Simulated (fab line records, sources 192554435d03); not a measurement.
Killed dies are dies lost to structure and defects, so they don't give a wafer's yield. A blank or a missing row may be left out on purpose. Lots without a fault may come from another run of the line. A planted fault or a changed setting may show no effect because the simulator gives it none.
Which tool did it? | flow n5_finfet | 12 lots, 36 wafers sampled, at 1 step of a route of 1938

WHAT THE GAUGES READ, wafer by wafer
N5_BEOL_M1_CD_MEAS_28: target cd y 23.3 nm.
lot  | measured     | on        | cd_nm (nm)
L076 | day 6 10:40  | cd_sem-03 | 24.12 24.15 23.78
L077 | day 6 20:38  | cd_sem-03 | 23.87 23.86 23.79
L079 | day 7 09:07  | cd_sem-02 | 24.11 24.02 24.53
L081 | day 7 23:11  | cd_sem-02 | 24.05 23.87 23.96
L083 | day 8 10:02  | cd_sem-03 | 23.76 24.10 24.18
L085 | day 8 22:34  | cd_sem-03 | 23.95 23.81 23.79
L086 | day 10 13:29 | cd_sem-03 | 23.87 23.62 23.71
L088 | day 10 18:17 | cd_sem-01 | 23.62 24.14 23.96
L093 | day 11 14:46 | cd_sem-02 | 24.19 23.98 24.08
L094 | day 11 20:29 | cd_sem-01 | 23.74 24.50 24.04
L092 | day 11 21:19 | cd_sem-03 | 24.05 24.02 24.12
L097 | day 12 09:49 | cd_sem-02 | 23.92 24.04 23.91

WHICH TOOL RAN EACH LOT (tool, then ch and the chambers of the sampled wafers, then the start)
The record holds no process step before these readings.

THE ANSWER, worked out from the rows above alone
Rule: what is usual is taken from the lots themselves. Put in order of their means at a reading, lots are off if they are a third of the lots or fewer, leave a main group of 4 or more, and stand apart from it by a gap of 3 or more times the standard deviation of the main group's means; of several such gaps the widest counts. A main group whose means are all the same, to the digits that the tables above print for the reading, isn't used. A lot without any number at a reading at which 4 lots or more have one is off too. The other lots that the step has rows for count as sound.
No lot is off at any reading shown: from this, nothing can be told.

WHAT THE SIMULATOR HAD PUT IN
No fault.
